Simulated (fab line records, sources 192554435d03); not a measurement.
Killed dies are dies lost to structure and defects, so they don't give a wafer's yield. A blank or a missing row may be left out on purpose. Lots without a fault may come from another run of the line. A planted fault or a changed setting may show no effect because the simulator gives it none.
Chamber matching | flow n5_finfet | N5_PMOS_HMC_CHANNEL_EPI_CMP_21 on cmp-01: 4 sister chambers
The step polishes SiGe30, target thk 54 nm. 4 wafers are shown with their chamber, then 11 later ones without.

WAFERS WITH THEIR CHAMBER
wafer  | chamber | motor_current_A (A)
L086.2 | 3       | 11.9
L089.5 | 1       | 12.9
L089.6 | 2       | 11.2
L090.2 | 0       | 12.3

WAFERS WITHOUT THEIR CHAMBER
wafer  | motor_current_A (A)
L090.5 | 12.1
L090.6 | 12.3
L092.1 | 12.7
L092.3 | 12.1
L092.4 | 11.7
L094.1 | 10.7
L094.2 | 12.1
L094.3 | 12.6
L096.2 | 11.5
L096.4 | 12.0
L096.5 | 13.0

WHICH CHAMBER EACH WENT THROUGH
wafer  | from the rows above          | in truth
L090.5 | can't be placed: 3 or 0      | 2
L090.6 | can't be placed: 0 or 3      | 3
L092.1 | can't be placed: 1 or 0      | 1
L092.3 | can't be placed: 3 or 0      | 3
L092.4 | can't be placed: 3 or 2 or 0 | 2
L094.1 | 2                            | 2
L094.2 | can't be placed: 3 or 0      | 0
L094.3 | can't be placed: 0 or 1 or 3 | 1
L096.2 | can't be placed: 2 or 3      | 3
L096.4 | can't be placed: 3 or 0      | 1
L096.5 | 1                            | 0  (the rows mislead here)
Placed correctly: 1 of 11. Can't be placed from these rows: 9 (the true chamber is among the candidates in 7). Placed wrongly: 1.
How it was worked out, from the rows above alone: a wafer's distance from a chamber is the root of the sum, over the readings, of the square of ((its reading less the chamber's mean) divided by the reading's scatter). The wafer belongs to the nearest chamber; if the next one is less than 2 further off, it can't be placed. A chamber's mean is the mean of its shown wafers. The scatter: with one shown wafer a chamber, the root of the mean of the squares of how far each hidden wafer lies from its nearest shown one.
